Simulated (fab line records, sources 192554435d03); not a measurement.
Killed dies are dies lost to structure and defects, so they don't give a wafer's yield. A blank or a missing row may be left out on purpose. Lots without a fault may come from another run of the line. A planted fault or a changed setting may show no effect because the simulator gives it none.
Which tool did it? | flow n5_finfet | 10 lots, 28 wafers sampled, at 5 steps of a route of 1938

WHAT THE GAUGES READ, wafer by wafer
N5_BEOL_M4_RC_MEAS_101. Usual: DIBL_N 36.5 mV/V, standard deviation 1.4; DIBL_P 36.6 mV/V, standard deviation 1.9; IOFF_N 0.167 nA/um, standard deviation 0.029; IOFF_N_85C 3.2 nA/um, standard deviation 0.46; IOFF_N_LIN 0.076 nA/um, standard deviation 0.011; IOFF_P 0.21 nA/um, standard deviation 0.033; ION_N 674 uA/um, standard deviation 12; ION_P 460 uA/um, standard deviation 8.9; REXT_N 75.8 ohm.um, standard deviation 1.7; SS_N 71.6 mV/dec, standard deviation 0.57; SS_P 73.4 mV/dec, standard deviation 0.61; VT_N 249 mV, standard deviation 3.3; VT_N_LVT 98 mV, standard deviation 3.4; VT_P -250 mV, standard deviation 3.3.
lot  | measured     | on        | DIBL_N (mV/V)  | DIBL_P (mV/V)  | IOFF_N (nA/um)    | IOFF_N_85C (nA/um) | IOFF_N_LIN (nA/um) | IOFF_P (nA/um) | ION_N (uA/um) | ION_P (uA/um) | REXT_N (ohm.um) | SS_N (mV/dec)  | SS_P (mV/dec)  | VT_N (mV)   | VT_N_LVT (mV) | VT_P (mV)      | flag
L112 | day 7 20:03  | prober-01 | 34.9 34.5 37.4 | 35.9 35.7 37.8 | 0.152 0.133 0.186 | 3.0 2.7 3.5        | 0.073 0.063 0.082  | 0.17 0.18 0.20 | 682 660 670   | 454 449 453   | 77.9 78.2 76.9  | 71.5 71.4 72.5 | 73.3 73.7 73.2 | 250 251 244 | 96 101 96     | -254 -253 -253 |
L114 | day 8 13:14  | prober-02 | 36.0 34.5 30.3 | 37.2 34.3 36.9 | 0.162 0.130 0.074 | 3.2 2.6 1.6        | 0.077 0.063 0.040  | 0.23 0.19 0.22 | 693 667 603   | 478 460 457   | 74.6 74.2 95.0  | 71.3 71.4 70.8 | 72.9 72.8 73.6 | 252 253 263 | 97 101 113    | -252 -250 -250 | OFF
L118 | day 9 18:33  | prober-01 | 30.0 34.1      | 36.2 34.4      | 0.090 0.137       | 1.9 2.7            | 0.048 0.067        | 0.26 0.23      | 638 680       | 483 475       | 93.4 73.8       | 70.3 70.8      | 73.3 73.2      | 256 249     | 105 98        | -244 -244      | OFF
L119 | day 9 18:21  | prober-02 | 36.2 29.2      | 35.3 35.3      | 0.164 0.080       | 3.1 1.7            | 0.072 0.043        | 0.18 0.18      | 669 621       | 453 457       | 74.8 96.6       | 72.0 70.3      | 72.7 73.0      | 249 259     | 97 108        | -253 -253      | OFF
L127 | day 12 04:33 | prober-01 | 36.4 40.3 36.8 | 35.7 39.6 35.8 | 0.127 0.217 0.137 | 2.6 4.1 2.8        | 0.060 0.092 0.064  | 0.16 0.22 0.16 | 656 674 656   | 444 453 449   | 78.6 77.7 76.9  | 71.0 72.3 71.5 | 72.9 74.0 73.3 | 255 245 252 | 103 94 100    | -257 -252 -258 |
L129 | day 13 01:41 | prober-01 | 37.9 39.4 38.6 | 38.4 41.1 38.5 | 0.174 0.228 0.181 | 3.3 4.1 3.4        | 0.079 0.100 0.079  | 0.24 0.29 0.23 | 668 703 658   | 462 481 452   | 75.9 75.2 76.4  | 72.1 71.8 71.8 | 73.4 74.9 73.6 | 248 245 250 | 98 94 99      | -251 -247 -251 |
L130 | day 12 22:46 | prober-02 | 35.4 36.2 35.8 | 35.2 34.6 35.9 | 0.142 0.146 0.151 | 2.8 2.9 3.0        | 0.068 0.067 0.072  | 0.17 0.16 0.18 | 675 669 684   | 463 446 466   | 75.7 73.6 75.2  | 71.0 71.2 71.3 | 72.1 73.0 73.0 | 249 252 252 | 97 98 96      | -251 -256 -254 |
L132 | day 13 07:11 | prober-02 | 34.0 36.4 36.2 | 34.6 37.1 37.3 | 0.139 0.179 0.174 | 2.8 3.4 3.3        | 0.068 0.080 0.077  | 0.20 0.24 0.25 | 679 669 674   | 465 466 467   | 75.1 74.0 75.4  | 71.0 72.0 71.8 | 72.8 73.6 73.0 | 250 247 248 | 100 97 98     | -249 -243 -245 |
L133 | day 13 16:08 | prober-01 | 36.3 38.2 37.6 | 35.9 37.1 37.4 | 0.147 0.161 0.169 | 2.9 3.1 3.3        | 0.067 0.073 0.077  | 0.21 0.23 0.24 | 659 665 668   | 459 457 464   | 77.0 77.3 76.9  | 71.3 71.4 72.0 | 72.9 73.6 73.7 | 253 250 246 | 102 100 99    | -249 -250 -249 |
L134 | day 13 20:43 | prober-01 | 35.2 35.4 36.6 | 34.8 35.0 36.5 | 0.133 0.141 0.165 | 2.7 2.8 3.2        | 0.064 0.070 0.076  | 0.19 0.20 0.21 | 649 670 663   | 452 462 447   | 74.6 75.1 75.2  | 72.1 71.4 72.4 | 72.1 72.8 71.9 | 252 250 249 | 100 98 97     | -252 -251 -251 |

WHICH TOOL RAN EACH LOT (tool, then ch and the chambers of the sampled wafers, then the start)
lot  | N5_SD_EPI_N_VAPOR_ETCH_50      | N5_BEOL_M4_ANNEAL_91         | N5_BEOL_M4_SPUTTER_96        | N5_BEOL_M4_DEP_57
L112 | epi_rpcvd-01 ch 0, day 3 08:16 | pvd_sputter-02, day 7 17:20  | pvd_sputter-02, day 7 17:55  | pecvd-04 ch 1,2, day 7 19:04
L114 | epi_rpcvd-01 ch 0, day 3 21:01 | pvd_sputter-03, day 8 11:34  | pvd_sputter-03, day 8 12:08  | pecvd-04 ch 0,1,2, day 8 13:07
L118 | epi_rpcvd-01 ch 0, day 4 19:19 | pvd_sputter-02, day 9 16:34  | pvd_sputter-02, day 9 17:08  | pecvd-04 ch 1, day 9 18:07
L119 | epi_rpcvd-01 ch 0, day 5 01:44 | pvd_sputter-03, day 9 16:25  | pvd_sputter-03, day 9 17:00  | pecvd-01 ch 1, day 9 18:04
L127 | epi_rpcvd-01 ch 0, day 7 10:22 | pvd_sputter-02, day 12 02:42 | pvd_sputter-02, day 12 03:17 | pecvd-02 ch 0,1,2, day 12 04:17
L129 | epi_rpcvd-01 ch 0, day 7 14:46 | pvd_sputter-02, day 12 23:28 | pvd_sputter-02, day 13 00:03 | pecvd-01 ch 1,2, day 13 01:07
L130 | epi_rpcvd-02 ch 0, day 7 22:19 | pvd_sputter-01, day 12 20:58 | pvd_sputter-01, day 12 21:32 | pecvd-04 ch 1,2, day 12 22:32
L132 | epi_rpcvd-04 ch 0, day 8 08:58 | pvd_sputter-02, day 13 05:30 | pvd_sputter-02, day 13 06:05 | pecvd-04 ch 1,2, day 13 07:04
L133 | epi_rpcvd-01 ch 0, day 8 13:17 | pvd_sputter-01, day 13 13:52 | pvd_sputter-01, day 13 14:27 | pecvd-01 ch 0,1,2, day 13 15:43
L134 | epi_rpcvd-01 ch 0, day 9 02:56 | pvd_sputter-02, day 13 18:52 | pvd_sputter-02, day 13 19:27 | pecvd-01 ch 1,2, day 13 20:26
- N5_SD_EPI_N_VAPOR_ETCH_50: etches Si in HCl, time 54 s.
- N5_BEOL_M4_ANNEAL_91: time 240 s.
- N5_BEOL_M4_SPUTTER_96: material Cu, target thk 4.5 nm, time 8.29 s.
- N5_BEOL_M4_DEP_57: deposits SiCN from 3MS/NH3, target thk 8 nm, time 14 s.

WHAT THE TOOLS THEMSELVES READ (means of the sampled wafers that have a number; where no wafer has one, the mark that the record gives instead)
N5_SD_EPI_N_VAPOR_ETCH_50. Usual: lamp_inner_pct 19.8 %, standard deviation 2.5; susceptor_temp_C 775.0 C, standard deviation 0.34; throttle_valve_pct 11.4 %, standard deviation 0.35.
lot  | tool         | lamp_inner_pct (%) | susceptor_temp_C (C) | throttle_valve_pct (%) | flag
L112 | epi_rpcvd-01 | 18.5               | 775.0                | 11.1                   |
L114 | epi_rpcvd-01 | 18.4               | 775.3                | 11.3                   |
L118 | epi_rpcvd-01 | 18.5               | 775.0                | 11.4                   |
L119 | epi_rpcvd-01 | 18.7               | 774.8                | 11.1                   |
L127 | epi_rpcvd-01 | 18.7               | 775.0                | 11.4                   |
L129 | epi_rpcvd-01 | 18.5               | 774.9                | 11.3                   |
L130 | epi_rpcvd-02 | 20.1               | 775.0                | 11.5                   |
L132 | epi_rpcvd-04 | 26.3               | 775.4                | 12.2                   |
L133 | epi_rpcvd-01 | 18.5               | 774.4                | 11.3                   |
L134 | epi_rpcvd-01 | 18.4               | 775.0                | 11.2                   |

N5_BEOL_M4_ANNEAL_91. Usual: heater_power_w 866 W, standard deviation 41; susceptor_temp_C 400.01 C, standard deviation 0.22.
lot  | tool           | heater_power_w (W) | susceptor_temp_C (C) | flag
L112 | pvd_sputter-02 | 858                | 400.12               |
L114 | pvd_sputter-03 | 868                | 399.97               |
L118 | pvd_sputter-02 | 847                | 399.99               |
L119 | pvd_sputter-03 | 836                | 399.88               |
L127 | pvd_sputter-02 | 867                | 399.90               |
L129 | pvd_sputter-02 | 863                | 399.83               |
L130 | pvd_sputter-01 | 879                | 399.90               |
L132 | pvd_sputter-02 | 860                | 400.12               |
L133 | pvd_sputter-01 | 881                | 400.16               |
L134 | pvd_sputter-02 | 871                | 399.96               |

N5_BEOL_M4_SPUTTER_96. Usual: susceptor_temp_C -20.00 C, standard deviation 0.11; throttle_valve_pct 30.0 %, standard deviation 1.2.
lot  | tool           | susceptor_temp_C (C) | throttle_valve_pct (%) | flag
L112 | pvd_sputter-02 | -20.02               | 30.3                   |
L114 | pvd_sputter-03 | -19.97               | 30.0                   |
L118 | pvd_sputter-02 | -19.97               | 28.8                   |
L119 | pvd_sputter-03 | -20.09               | 30.2                   |
L127 | pvd_sputter-02 | -20.04               | 29.8                   |
L129 | pvd_sputter-02 | -19.91               | 29.4                   |
L130 | pvd_sputter-01 | -20.02               | 31.4                   |
L132 | pvd_sputter-02 | -20.01               | 29.1                   |
L133 | pvd_sputter-01 | -19.95               | 29.8                   |
L134 | pvd_sputter-02 | -20.02               | 29.2                   |

N5_BEOL_M4_DEP_57. Usual: showerhead_plenum_p_Torr 3.659 Torr, standard deviation 0.015; throttle_valve_pct 9.0 %, standard deviation 0.3.
lot  | tool     | showerhead_plenum_p_Torr (Torr) | throttle_valve_pct (%) | flag
L112 | pecvd-04 | 3.656                           | 9.1                    |
L114 | pecvd-04 | 3.650                           | 9.0                    |
L118 | pecvd-04 | 3.651                           | 9.0                    |
L119 | pecvd-01 | 3.663                           | 9.4                    |
L127 | pecvd-02 | 3.656                           | 8.9                    |
L129 | pecvd-01 | 3.671                           | 8.9                    |
L130 | pecvd-04 | 3.658                           | 9.2                    |
L132 | pecvd-04 | 3.669                           | 9.3                    |
L133 | pecvd-01 | 3.668                           | 9.1                    |
L134 | pecvd-01 | 3.668                           | 9.2                    |

THE ANSWER, worked out from the rows above alone
Rule: a lot is off if the mean of its wafers that have a number lies more than 3 standard deviations from the usual mean. A lot without any number at a reading at which 4 lots or more have one is off too. The other lots that the step has rows for count as sound. The gauges are gone through in route order, then the tools' own readings, and for those a lot's mean is taken as printed above. The first step at which some lot is off is used, and at that step the reading that is off furthest; a lot without a number counts as furthest.
Off: L114, L118, L119, at N5_BEOL_M4_RC_MEAS_101 (REXT_N).
A tool fits if, at a process step before that reading, it ran every lot that is off, and no sound lot after the first of them. The gauges at N5_BEOL_M4_RC_MEAS_101 are tried like those tools. None of those tried fits.

WHAT THE SIMULATOR HAD PUT IN
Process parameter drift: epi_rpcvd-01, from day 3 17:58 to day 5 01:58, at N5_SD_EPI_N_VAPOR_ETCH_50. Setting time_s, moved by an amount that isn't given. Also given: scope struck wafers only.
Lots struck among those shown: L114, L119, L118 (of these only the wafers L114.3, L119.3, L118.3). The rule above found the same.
